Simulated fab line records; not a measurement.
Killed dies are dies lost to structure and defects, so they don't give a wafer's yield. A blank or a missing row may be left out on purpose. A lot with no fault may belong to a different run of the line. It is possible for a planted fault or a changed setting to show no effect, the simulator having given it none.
fab line records -- flow nandHarc -- part 2 of 2: steps 15 to 15 of 15
record lots=7, wafers=21, lastDay=24
route steps=1159 shown A_CONTACT@891 END@1159
lots untouched by any fault: they come from a run of this same line in which no faults occurred
startH: the number of hours between the record's first day and the start of the first shown wafer of the lot -- waitH: hours elapsed since this lot's preceding step -- " same as the row above -- L1.1+2: several wafers, shown together as one row -- - no value, or no start was given -- * or withheld: withheld -- < > ~ a bound
route shown NAME@n: NAME is a module with steps in the file, n the number in the route of the first one -- usual: mean/standard deviation taken from wafers without a fault -- same: alike in all rows -- chamber/n: place in a boat -- sites: per-site readings -- _std_site: the standard deviation of these -- _edge_site: outer sites' mean less inner sites' -- radiusMm: for every site, how far away it sits from the centre of the wafer -- mask NAME#n: copy n -- behind: the most recent tool/chamber to have shaped the wafer -- hold: why the lot went on hold/how many hours it stayed there/how the hold came to an end -- device: names the non-switching transistor (n, p or np) -- end of line: the tests these same wafers got at the end of their route -- step lacking rows: just its recipe -- killed: at the first sort, the dies lost to defects and structure; wafer yield is something else -- map: the dies of a wafer, with x for killed, . for not killed, _ for no die there
set.NAME: the setting as run; set.NAME@STEP: as run at that earlier step -- model.NAME: the simulator's own value behind a step, which no gauge read
certain route steps with their lots: each step a table, each wafer a row
services: a tool's chamber out of use, with start hour (startH, from the record's first day; less than 0 if before it), hours out, and reason
## steps
# step NHARC_END_SORT_01
# recipe tempC=25
# usual killedAtArray=27/11, killedAtOther=0.7/1.1, killedAtPeriphery=3.6/2.4, killedDies=32/11, killedOpen=3.3/1.8, killedShort=2.1/1.5
# same grossDies=677
lot.wafer,tool,chamber,startH,waitH,killedAtArray,killedAtOther,killedAtPeriphery,killedDies,killedOpen,killedShort
L351.3,prober-01,0,463.85,3.1,671,0,6,677,4,2
L351.4,prober-01,0,464.65,3.4,671,0,6,677,3,6
L351.6,prober-01,0,466.24,4.0,673,0,4,677,3,2
L349.1,prober-02,0,468.42,2.5,672,0,5,677,2,3
L349.2,prober-02,0,469.21,2.8,676,0,1,677,4,2
L349.4,prober-02,0,470.78,3.4,675,1,1,677,1,3
L354.1,prober-01,0,494.46,2.6,674,0,3,677,2,1
L354.2,prober-01,0,495.25,2.8,675,1,1,677,2,0
L354.6,prober-01,0,498.39,3.9,672,0,5,677,9,1
L355.1,prober-02,0,517.82,2.6,33,0,8,41,2,2
L355.4,prober-02,0,520.17,3.4,34,1,2,37,3,1
L355.6,prober-02,0,521.74,3.9,28,3,4,35,6,2
L361.2,prober-02,0,536.11,2.8,45,0,3,48,3,3
L361.3,prober-02,0,536.90,3.1,51,2,1,54,3,2
L361.6,prober-02,0,539.28,4.0,42,0,1,43,4,1
L365.1,prober-02,0,564.64,2.5,41,1,7,49,3,4
L365.3,prober-02,0,566.25,3.1,39,2,4,45,0,2
L365.6,prober-02,0,568.66,4.0,39,2,3,44,4,5
L367.2,prober-02,0,582.82,2.8,26,0,1,27,0,1
L367.4,prober-02,0,584.45,3.5,37,0,5,42,3,3
L367.6,prober-02,0,586.09,4.1,33,1,2,36,5,3
# killed by level:class
L351.3 A_CONTACT:areaEtch=645 A_CHANNEL_HOLE_D1:chamberFilmFlake=14 A_CONTACT:chamberFilmFlake=5 P_ZERO_WELL:chamberFilmFlake=4 A_STAIRCASE:chamberFilmFlake=2 P_CONTACT:geometricParticle:open=1 P_M2:geometricParticle:open=1 A_CHANNEL_HOLE_D1:geometricParticle:open=1
L351.4 A_CONTACT:areaEtch=657 A_CHANNEL_HOLE_D1:chamberFilmFlake=5 A_STAIRCASE:chamberFilmFlake=3 A_CONTACT:chamberFilmFlake=3 P_CONTACT:geometricParticle:short=2 P_M0:geometricParticle:open=2 P_M0:geometricParticle:short=1 P_M1:geometricParticle:open=1
L351.6 A_CONTACT:areaEtch=651 A_CHANNEL_HOLE_D1:chamberFilmFlake=11 A_CONTACT:chamberFilmFlake=5 P_BONDPAD:chamberFilmFlake=2 A_STAIRCASE:chamberFilmFlake=2 P_GATE:geometricParticle:open=1 P_CONTACT:geometricParticle:short=1 A_ONON_D1:geometricParticle:open=1
L349.1 A_CONTACT:areaEtch=650 A_CHANNEL_HOLE_D1:chamberFilmFlake=10 A_SLIT:chamberFilmFlake=6 P_ZERO_WELL:chamberFilmFlake=2 A_STAIRCASE:chamberFilmFlake=2 P_GATE:geometricParticle:short=1 P_GATE:geometricParticle:open=1 P_CONTACT:geometricParticle:short=1
L349.2 A_CONTACT:areaEtch=643 A_CHANNEL_HOLE_D1:chamberFilmFlake=13 A_SLIT:chamberFilmFlake=8 A_CONTACT:chamberFilmFlake=3 A_WL_FILL:geometricParticle:open=2 A_STAIRCASE:chamberFilmFlake=2 A_SOURCE_PLATE:geometricParticle:short=1 A_CHANNEL_FILL_D1:geometricParticle:open=1
L349.4 A_CONTACT:areaEtch=644 A_SLIT:chamberFilmFlake=11 A_CHANNEL_HOLE_D1:chamberFilmFlake=10 A_STAIRCASE:chamberFilmFlake=3 A_WL_FILL:geometricParticle:short=2 A_CONTACT:chamberFilmFlake=2 A_CONTACT:geometricParticle:open=1 A_M1:geometricParticle:short=1
L354.1 A_CONTACT:areaEtch=655 A_STAIRCASE:chamberFilmFlake=5 A_SLIT:chamberFilmFlake=5 A_CHANNEL_HOLE_D1:chamberFilmFlake=3 A_CONTACT:chamberFilmFlake=3 P_ZERO_WELL:chamberFilmFlake=2 A_CHANNEL_FILL_D1:geometricParticle:short=1 A_SGD_CUT:geometricParticle:open=1
L354.2 A_CONTACT:areaEtch=648 A_SLIT:chamberFilmFlake=10 A_STAIRCASE:chamberFilmFlake=8 A_CHANNEL_HOLE_D1:chamberFilmFlake=4 A_CONTACT:chamberFilmFlake=3 A_CONTACT:geometricParticle:open=1 P_CONTACT:chamberFilmFlake=1 STARTING-WAFER:geometricParticle:open=1
L354.6 A_CONTACT:areaEtch=642 A_SLIT:chamberFilmFlake=11 A_STAIRCASE:chamberFilmFlake=4 A_CONTACT:geometricParticle:open=3 A_CHANNEL_HOLE_D1:chamberFilmFlake=3 A_CONTACT:chamberFilmFlake=3 P_STI:geometricParticle:open=1 P_M0:geometricParticle:open=1
L355.1 A_SLIT:chamberFilmFlake=21 A_CHANNEL_HOLE_D1:chamberFilmFlake=9 P_STI:chamberFilmFlake=4 P_M0:geometricParticle:open=1 P_M1:geometricParticle:short=1 P_M2:geometricParticle:short=1 A_ONON_D1:geometricParticle:open=1 P_ZERO_WELL:chamberFilmFlake=1
L355.4 A_CHANNEL_HOLE_D1:chamberFilmFlake=17 A_SLIT:chamberFilmFlake=9 A_CONTACT:chamberFilmFlake=3 P_CONTACT:geometricParticle:open=1 A_CHANNEL_FILL_D1:geometricParticle:short=1 A_SGD_CUT:geometricParticle:open=1 A_M0:geometricParticle:open=1 HYBRID_BOND:chamberFilmFlake=1
L355.6 A_CHANNEL_HOLE_D1:chamberFilmFlake=10 A_CONTACT:chamberFilmFlake=6 A_SLIT:chamberFilmFlake=5 STARTING-WAFER:geometricParticle:open=2 A_STAIRCASE:chamberFilmFlake=2 P_ZERO_WELL:geometricParticle:open=1 A_ONON_D1:geometricParticle:short=1 A_CONTACT:geometricParticle:open=1
L361.2 A_CHANNEL_HOLE_D1:chamberFilmFlake=20 A_SLIT:chamberFilmFlake=13 A_CONTACT:chamberFilmFlake=3 A_STAIRCASE:chamberFilmFlake=2 P_M1:geometricParticle:short=1 A_CHANNEL_FILL_D1:geometricParticle:short=1 A_SLIT:geometricParticle:open=1 A_WL_FILL:geometricParticle:open=1
L361.3 A_CHANNEL_HOLE_D1:chamberFilmFlake=23 A_SLIT:chamberFilmFlake=22 THIN_TSV:chamberFilmFlake=2 P_M0:geometricParticle:open=1 A_CHANNEL_FILL_D1:geometricParticle:short=1 A_SGD_CUT:geometricParticle:open=1 A_WL_FILL:geometricParticle:short=1 A_M0:geometricParticle:open=1
L361.6 A_SLIT:chamberFilmFlake=18 A_CHANNEL_HOLE_D1:chamberFilmFlake=16 A_M1:geometricParticle:open=2 P_CONTACT:geometricParticle:short=1 A_CHANNEL_FILL_D1:geometricParticle:open=1 A_CONTACT:geometricParticle:open=1 A_CHANNEL_FILL_D1:chamberFilmFlake=1 A_STAIRCASE:chamberFilmFlake=1
L365.1 A_CHANNEL_HOLE_D1:chamberFilmFlake=18 A_STAIRCASE:chamberFilmFlake=13 A_CONTACT:chamberFilmFlake=5 P_STI:chamberFilmFlake=3 A_WL_FILL:geometricParticle:short=2 P_GATE:chamberFilmFlake=2 P_GATE:geometricParticle:open=1 P_M1:geometricParticle:short=1
L365.3 A_CHANNEL_HOLE_D1:chamberFilmFlake=29 A_STAIRCASE:chamberFilmFlake=6 P_STI:chamberFilmFlake=3 A_CONTACT:chamberFilmFlake=3 A_ONON_D1:geometricParticle:short=1 P_GATE:chamberFilmFlake=1 STARTING-WAFER:geometricParticle:short=1 THIN_TSV:chamberFilmFlake=1
L365.6 A_CHANNEL_HOLE_D1:chamberFilmFlake=19 A_STAIRCASE:chamberFilmFlake=9 A_CONTACT:chamberFilmFlake=3 A_WL_FILL:geometricParticle:open=2 P_M0:geometricParticle:short=1 A_ONON_D1:geometricParticle:short=1 A_CHANNEL_FILL_D1:geometricParticle:short=1 A_WL_FILL:geometricParticle:short=1
L367.2 A_SLIT:chamberFilmFlake=14 A_CHANNEL_HOLE_D1:chamberFilmFlake=7 A_CONTACT:chamberFilmFlake=2 A_ONON_D1:geometricParticle:short=1 P_GATE:chamberFilmFlake=1 A_STAIRCASE:chamberFilmFlake=1 A_WL_FILL:chamberFilmFlake=1
L367.4 A_SLIT:chamberFilmFlake=14 A_CHANNEL_HOLE_D1:chamberFilmFlake=9 A_CONTACT:chamberFilmFlake=5 A_WL_FILL:chamberFilmFlake=3 P_M1:geometricParticle:open=2 A_M1:geometricParticle:short=2 P_M0:chamberFilmFlake=2 A_SGD_CUT:geometricParticle:short=1
L367.6 A_SLIT:chamberFilmFlake=10 A_CONTACT:chamberFilmFlake=7 A_CHANNEL_HOLE_D1:chamberFilmFlake=3 A_WL_FILL:chamberFilmFlake=3 A_M1:chamberFilmFlake=3 A_CONTACT:geometricParticle:open=2 P_GATE:geometricParticle:short=1 A_ONON_D1:geometricParticle:short=1
# map L349.1 (x killed, . not)
____________x____________
_________xxxxxxx_________
_______xxxxxxxxxxx_______
______xxxxxxxxxxxxx______
_____xxxxxxxxxxxxxxx_____
____xxxxxxxxxxxxxxxxx____
____xxxxxxxxxxxxxxxxx____
___xxxxxxxxxxxxxxxxxxx___
___xxxxxxxxxxxxxxxxxxx___
__xxxxxxxxxxxxxxxxxxxxx__
__xxxxxxxxxxxxxxxxxxxxx__
_xxxxxxxxxxxxxxxxxxxxxxx_
_xxxxxxxxxxxxxxxxxxxxxxx_
_xxxxxxxxxxxxxxxxxxxxxxx_
_xxxxxxxxxxxxxxxxxxxxxxx_
_xxxxxxxxxxxxxxxxxxxxxxx_
xxxxxxxxxxxxxxxxxxxxxxxxx
xxxxxxxxxxxxxxxxxxxxxxxxx
xxxxxxxxxxxxxxxxxxxxxxxxx
xxxxxxxxxxxxxxxxxxxxxxxxx
xxxxxxxxxxxxxxxxxxxxxxxxx
_xxxxxxxxxxxxxxxxxxxxxxx_
_xxxxxxxxxxxxxxxxxxxxxxx_
_xxxxxxxxxxxxxxxxxxxxxxx_
_xxxxxxxxxxxxxxxxxxxxxxx_
_xxxxxxxxxxxxxxxxxxxxxxx_
__xxxxxxxxxxxxxxxxxxxxx__
__xxxxxxxxxxxxxxxxxxxxx__
___xxxxxxxxxxxxxxxxxxx___
___xxxxxxxxxxxxxxxxxxx___
____xxxxxxxxxxxxxxxxx____
____xxxxxxxxxxxxxxxxx____
_____xxxxxxxxxxxxxxx_____
______xxxxxxxxxxxxx______
_______xxxxxxxxxxx_______
_________xxxxxxx_________
____________x____________
# map L351.3 (x killed, . not)
____________x____________
_________xxxxxxx_________
_______xxxxxxxxxxx_______
______xxxxxxxxxxxxx______
_____xxxxxxxxxxxxxxx_____
____xxxxxxxxxxxxxxxxx____
____xxxxxxxxxxxxxxxxx____
___xxxxxxxxxxxxxxxxxxx___
___xxxxxxxxxxxxxxxxxxx___
__xxxxxxxxxxxxxxxxxxxxx__
__xxxxxxxxxxxxxxxxxxxxx__
_xxxxxxxxxxxxxxxxxxxxxxx_
_xxxxxxxxxxxxxxxxxxxxxxx_
_xxxxxxxxxxxxxxxxxxxxxxx_
_xxxxxxxxxxxxxxxxxxxxxxx_
_xxxxxxxxxxxxxxxxxxxxxxx_
xxxxxxxxxxxxxxxxxxxxxxxxx
xxxxxxxxxxxxxxxxxxxxxxxxx
xxxxxxxxxxxxxxxxxxxxxxxxx
xxxxxxxxxxxxxxxxxxxxxxxxx
xxxxxxxxxxxxxxxxxxxxxxxxx
_xxxxxxxxxxxxxxxxxxxxxxx_
_xxxxxxxxxxxxxxxxxxxxxxx_
_xxxxxxxxxxxxxxxxxxxxxxx_
_xxxxxxxxxxxxxxxxxxxxxxx_
_xxxxxxxxxxxxxxxxxxxxxxx_
__xxxxxxxxxxxxxxxxxxxxx__
__xxxxxxxxxxxxxxxxxxxxx__
___xxxxxxxxxxxxxxxxxxx___
___xxxxxxxxxxxxxxxxxxx___
____xxxxxxxxxxxxxxxxx____
____xxxxxxxxxxxxxxxxx____
_____xxxxxxxxxxxxxxx_____
______xxxxxxxxxxxxx______
_______xxxxxxxxxxx_______
_________xxxxxxx_________
____________x____________
## services
tool,chamber,startH,hours,kind
rieDiel-13,0,383.17,-,clean
rieDiel-13,1,383.17,-,clean
rieDiel-13,2,383.17,-,clean
rieDiel-13,3,383.17,-,clean
harCapEtch-02,-,386.57,0.4,repair
rieDiel-03,-,392.31,9.0,pm
rieDiel-13,0,407.67,-,clean
rieDiel-13,1,407.67,-,clean
rieDiel-13,2,407.67,-,clean
rieDiel-13,3,407.67,-,clean
rieDiel-13,0,432.18,-,clean
rieDiel-13,1,432.18,-,clean
rieDiel-13,2,432.18,-,clean
rieDiel-13,3,432.18,-,clean
rieDiel-03,0,443.50,13.9,repair
rieDiel-13,-,453.05,9.0,pm
rieDiel-13,0,453.05,9.0,ventCycle
rieDiel-13,1,453.05,9.0,ventCycle
rieDiel-13,2,453.05,9.0,ventCycle
rieDiel-13,3,453.05,9.0,ventCycle
rieDiel-03,3,454.87,3.4,repair
harCapEtch-02,-,456.12,2.6,repair
rieDiel-08,-,478.98,9.0,pm
rieDiel-13,3,489.67,2.4,repair
## key
firstSign step=NHARC_A_CONTACT_ETCH_78, reading=toolRecord, direction=missing
effect step=NHARC_END_SORT_01, reading=killedAtArray, direction=up, sigmas=60, usual=27, struck=673
moreKillsBornAt NHARC_A_CONTACT_ETCH_78@rieDiel-13=1951, NHARC_A_CONTACT_ETCH_78@rieDiel-08=1945, NHARC_A_CONTACT_ETCH_78@rieDiel-03=1937
metAt NHARC_A_CONTACT_ETCH_78
struckWafers L349.1,L349.2,L349.4,L351.3,L351.4,L351.6,L354.1,L354.2,L354.6
laterRowsLeftOut L349.1,L349.2,L349.4,L351.3,L351.4,L351.6,L354.1,L354.2,L354.6
testerLeftOut L349,L351,L354
fault kind=skippedStepWhole, tool=rieDiel-03,rieDiel-08,rieDiel-13, chamber=-, onsetH=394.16, steps=NHARC_A_CONTACT_ETCH_78, scope=struckLotsOnly
# testerLeftOut: of these lots the tester's yield and bins aren't shown, on N5 and GAA mostly nor the transistor test; their killed dies are dies lost to structure and defects alone, not to doping, threshold or leakage, so they don't give the yield
# laterRowsLeftOut: the simulator's readings of these wafers behind a module that went badly wrong aren't trusted and aren't shown, but for the sort
